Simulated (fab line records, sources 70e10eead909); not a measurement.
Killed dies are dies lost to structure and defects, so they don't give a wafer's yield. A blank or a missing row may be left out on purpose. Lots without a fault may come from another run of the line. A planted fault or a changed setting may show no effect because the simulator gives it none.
fab line records | flow nand_harc | part 2 of 2: steps 5 to 6 of 6
record lots=21 wafers=63 last_day=35
route steps=1302 shown A_STAIRCASE@668
lots that met no fault: from a run of the same line without faults
start_h: hours from the record's first day to the start of the lot's first wafer shown | wait_h: hours since the lot's step before | " the same as in the row above | L1.1+2: a row that stands for several wafers | - no value, or no start given | * or withheld: withheld | < > ~ a bound
route shown NAME@n: a module of which the file shows steps, and the number in the route of the first | usual: mean/standard deviation of fault-free wafers | same: alike in all rows | chamber/n: place in a boat | sites: the reading at each site | _std_site: their standard deviation | _edge_site: outer sites' mean less inner sites' | radius_mm: how far each site lies from the wafer's centre | mask NAME#n: copy n | behind: the tool/chamber that last shaped the wafer | hold: why the lot was held/for how many hours/how that ended | device: the transistor (n, p or np) that didn't switch | end of line: the same wafers' tests at the end of the route | a step without rows: its recipe alone | killed: dies lost to structure and defects at the first sort, not the wafer's yield | map: a wafer's dies, x killed, . not, _ none there
set.NAME: the setting as run; set.NAME@STEP: as run at that earlier step | model.NAME: the simulator's own value behind a step, which no gauge read
steps of the route over a sample of lots; a table a step, a row a wafer
services: from which hour (start_h, from the record's first day; less than 0 if before it) a tool's chamber was out of use, for how many hours, and why
## steps
# step NHARC_A_STAIRCASE_ETCH_230
# recipe target_depth_a=1000 time_s=40.5 ion_energy_ev=400 c4f8_flow_sccm=20 o2_flow_sccm=10 ar_flow_sccm=withheld rf_w=600 bias_w=1000 chemistry=C4F8/O2
# usual oes_product_au=0.946/0.016 rf_vpp_V=894/5
# columns lot.wafer tool chamber start_h wait_h oes_product_au rf_hours_counter_h rf_vpp_V
L074.3 rie_diel-04 2 - - 0.975 0 894
L074.2 " 0 " " 0.958 0 906
L074.6 " 2 " " 0.976 - 894
L075.1 rie_diel-10 1 - - 0.952 39 892
L075.4 " 2 " " 0.942 - 888
L075.5 " 0 " " 0.942 - 895
L077.3 rie_diel-04 3 - - 0.921 10 899
L077.4 " 0 " " 0.930 11 905
L077.6 " 0 " " 0.926 - 904
L076.1 rie_diel-10 1 - - 0.973 45 890
L076.4 " 3 " " 0.957 22 892
L076.3 " 0 " " 0.977 43 896
L078.1 rie_diel-10 3 - - 0.945 27 892
L078.4 " 1 " " 0.949 48 893
L078.6 " 3 " " 0.949 - 891
L080.4 rie_diel-10 2 - - 0.950 50 888
L080.6 " 3 " " 0.938 - 892
L080.5 " 0 " " 0.942 - 896
L082.2 rie_diel-04 1 - - 0.945 18 888
L082.4 " 3 " " 0.966 22 898
L082.1 " 0 " " 0.959 22 903
L081.2 rie_diel-04 1 - - 0.921 20 887
L081.6 " 2 " " 0.915 - 893
L081.5 " 3 " " 0.916 - 898
L084.3 rie_diel-07 1 - - 0.943 60 893
L084.1 " 2 " " 0.931 63 893
L084.5 " 1 " " 0.942 - 893
L085.3 rie_diel-10 1 - - 0.984 13 889
L085.2 " 0 " " 0.968 14 897
L085.6 " 1 " " 0.973 - 890
L086.4 rie_diel-04 2 - - 0.945 39 893
L086.3 " 1 " " 0.942 41 886
L086.5 " 2 " " 0.934 - 893
L089.1 rie_diel-10 3 - - 0.939 16 890
L089.3 " 0 " " 0.955 24 895
L089.2 " 1 " " 0.949 24 891
L088.1 rie_diel-07 2 - - 0.941 7 896
L088.4 " 3 " " 0.940 8 890
L088.5 " 0 " " 0.948 - 901
L090.1 rie_diel-07 0 - - 0.945 11 901
L090.5 " 2 " " 0.947 - 895
L090.6 " 3 " " 0.960 - 891
L092.3 rie_diel-07 0 - - 0.950 18 902
L092.1 " 2 " " 0.922 18 895
L092.6 " 3 " " 0.942 - 890
L091.4 rie_diel-10 3 - - 0.949 30 890
L091.3 " 0 " " 0.930 37 895
L091.6 " 3 " " 0.941 - 891
L094.4 rie_diel-07 2 - - 0.976 21 893
L094.6 " 2 " " 0.970 - 894
L094.5 " 3 " " 0.969 - 890
L093.3 rie_diel-04 3 - - 0.935 4 897
L093.6 " 3 " " 0.935 - 897
L093.5 " 0 " " 0.945 - 904
L096.3 rie_diel-04 2 - - 0.937 12 892
L096.2 " 3 " " 0.935 11 898
L096.1 " 0 " " 0.934 11 903
L095.1 rie_diel-07 0 - - 0.951 24 901
L095.2 " 2 " " 0.963 30 893
L095.5 " 0 " " 0.951 - 902
L097.2 rie_diel-07 3 - - 0.929 43 891
L097.3 " 1 " " 0.929 36 892
L097.5 " 2 " " 0.921 - 895
# step NHARC_A_STAIRCASE_TRIM_233
# recipe time_s=211.2 o2_flow_sccm=500 ar_flow_sccm=0 bias_w=0 chemistry=O2
# usual drypump_motor_current_A=5.7/0.55 oes_product_au=1.002/0.0074 rf_vpp_V=57.7/0.88 showerhead_plenum_p_Torr=3.49/0.14 throttle_valve_pct=17.036/0.0089
# columns lot.wafer tool chamber start_h wait_h drypump_motor_current_A oes_product_au rf_hours_counter_h rf_vpp_V showerhead_plenum_p_Torr throttle_valve_pct
L074.3 rie_diel-04 0 - - 4.6 1.013 0 57.6 3.77 17.036
L074.2 " 1 " " 5.0 1.007 0 58.8 3.32 17.035
L074.6 " 0 " " 4.6 0.999 - 57.8 3.77 17.049
L075.1 rie_diel-10 1 - - 5.2 1.009 39 55.8 3.42 17.027
L075.4 " 0 " " 6.3 1.004 - 57.2 3.54 17.034
L075.5 " 1 " " 5.2 0.999 - 58.1 3.42 17.039
L077.4 rie_diel-04 3 - - 6.1 0.995 10 58.3 3.60 17.041
L077.3 " 1 " " 4.9 1.004 9 57.2 3.31 17.026
L077.6 " 3 " " 6.2 1.004 - 58.7 3.60 17.019
L076.3 rie_diel-10 0 - - 6.2 0.995 43 58.4 3.54 17.039
L076.1 " 1 " " 5.2 0.998 45 57.7 3.42 17.044
L076.4 " 3 " " 5.6 0.993 22 56.7 3.41 17.048
L078.4 rie_diel-10 1 - - 5.2 1.003 48 57.9 3.41 17.038
L078.1 " 2 " " 5.9 1.002 44 56.6 3.33 17.051
L078.6 " 1 " " 5.2 1.012 - 57.3 3.41 17.053
L080.4 rie_diel-10 2 - - 6.0 1.014 50 58.7 3.33 17.034
L080.6 " 3 " " 5.6 1.012 - 57.2 3.40 17.021
L080.5 " 0 " " 6.3 1.000 - 57.4 3.53 17.030
L082.4 rie_diel-04 1 - - 4.9 0.996 18 57.4 3.31 17.034
L082.2 " 2 " " 5.8 1.013 18 57.6 3.45 17.023
L082.1 " 0 " " 4.6 1.001 22 58.7 3.76 17.040
L081.2 rie_diel-04 1 - - 5.0 1.002 20 58.3 3.31 17.032
L081.6 " 3 " " 6.2 0.992 - 57.4 3.59 17.036
L081.5 " 0 " " 4.6 0.997 - 57.7 3.76 17.026
L084.3 rie_diel-07 0 - - 6.5 1.004 62 59.3 3.71 17.040
L084.1 " 3 " " 6.1 1.005 62 58.3 3.39 17.052
L084.5 " 0 " " 6.5 1.006 - 59.1 3.71 17.031
L085.3 rie_diel-10 0 - - 6.3 0.998 14 57.9 3.52 17.035
L085.2 " 2 " " 6.0 1.000 10 57.0 3.32 17.033
L085.6 " 3 " " 5.5 0.991 - 58.6 3.40 17.025
L086.3 rie_diel-04 1 - - 4.9 0.996 41 56.7 3.30 17.035
L086.4 " 3 " " 6.2 1.003 39 56.3 3.59 17.045
L086.5 " 0 " " 4.6 1.000 - 58.5 3.75 17.039
L089.2 rie_diel-10 2 - - 6.0 1.007 18 59.3 3.32 17.047
L089.1 " 0 " " 6.3 1.010 24 57.7 3.52 17.043
L089.3 " 1 " " 5.2 1.011 24 57.1 3.40 17.038
L088.1 rie_diel-07 0 - - 6.5 1.001 7 58.7 3.70 17.050
L088.4 " 2 " " 5.9 0.992 7 58.5 3.47 17.047
L088.5 " 1 " " 5.7 1.005 - 58.0 3.44 17.051
L090.1 rie_diel-07 0 - - 6.5 1.015 11 57.5 3.70 17.045
L090.6 " 1 " " 5.7 1.001 - 56.7 3.44 17.036
L090.5 " 2 " " 5.9 1.002 - 57.6 3.47 17.037
L092.3 rie_diel-07 1 - - 5.7 0.997 16 58.1 3.44 17.038
L092.1 " 2 " " 5.9 0.983 18 57.7 3.47 17.043
L092.6 " 1 " " 5.7 0.988 - 57.4 3.43 17.016
L091.4 rie_diel-10 3 - - 5.6 1.000 30 56.3 3.38 17.044
L091.3 " 2 " " 5.9 0.995 35 57.3 3.31 17.030
L091.6 " 0 " " 6.3 1.004 - 57.9 3.51 17.032
L094.4 rie_diel-07 0 - - 6.5 1.005 21 58.5 3.69 17.033
L094.5 " 3 " " 6.1 1.007 - 57.3 3.38 17.032
L094.6 " 0 " " 6.5 1.013 - 56.3 3.69 17.044
L093.3 rie_diel-04 1 - - 4.9 1.016 4 57.6 3.29 17.034
L093.5 " 3 " " 6.2 0.999 - 56.8 3.57 17.027
L093.6 " 0 " " 4.6 1.021 - 58.6 3.74 17.025
L096.3 rie_diel-04 2 - - 5.8 1.006 12 56.5 3.42 17.046
L096.1 " 3 " " 6.2 1.003 11 57.1 3.57 17.025
L096.2 " 0 " " 4.6 1.004 11 59.0 3.73 17.047
L095.1 rie_diel-07 0 - - 6.5 1.003 24 57.8 3.69 17.028
L095.2 " 1 " " 5.7 1.005 27 57.3 3.43 17.034
L095.5 " 0 " " 6.5 1.004 - 58.2 3.69 17.037
L097.3 rie_diel-07 2 - - 5.9 0.993 38 59.1 3.46 17.039
L097.2 " 3 " " 6.1 1.002 43 57.8 3.37 17.046
L097.5 " 1 " " 5.7 0.996 - 56.7 3.42 17.039
## services
# columns tool chamber start_h hours kind
rie_diel-04 3 327.63 18.1 repair
rie_diel-10 2 348.90 2.8 repair
rie_diel-10 0 349.63 - clean
rie_diel-10 1 349.63 - clean
rie_diel-10 3 349.63 - clean
rie_diel-04 - 355.41 9.0 pm
rie_diel-07 0 364.85 8.3 repair
rie_diel-10 0 374.13 - clean
rie_diel-10 1 374.13 - clean
rie_diel-10 2 374.13 - clean
rie_diel-10 3 374.13 - clean
rie_diel-10 0 379.77 7.1 repair
rie_diel-10 0 398.63 - clean
rie_diel-07 1 408.63 3.9 repair
rie_diel-07 3 411.93 19.5 repair
rie_diel-10 - 419.56 9.0 pm
rie_diel-07 - 468.92 0.6 repair
rie_diel-07 - 471.23 9.0 pm
rie_diel-04 0 488.14 4.4 repair
rie_diel-04 1 492.65 4.0 repair
rie_diel-04 - 532.41 9.0 pm
rie_diel-07 - 550.42 0.9 repair
rie_diel-07 0 562.55 12.0 repair
rie_diel-10 - 596.59 9.0 pm
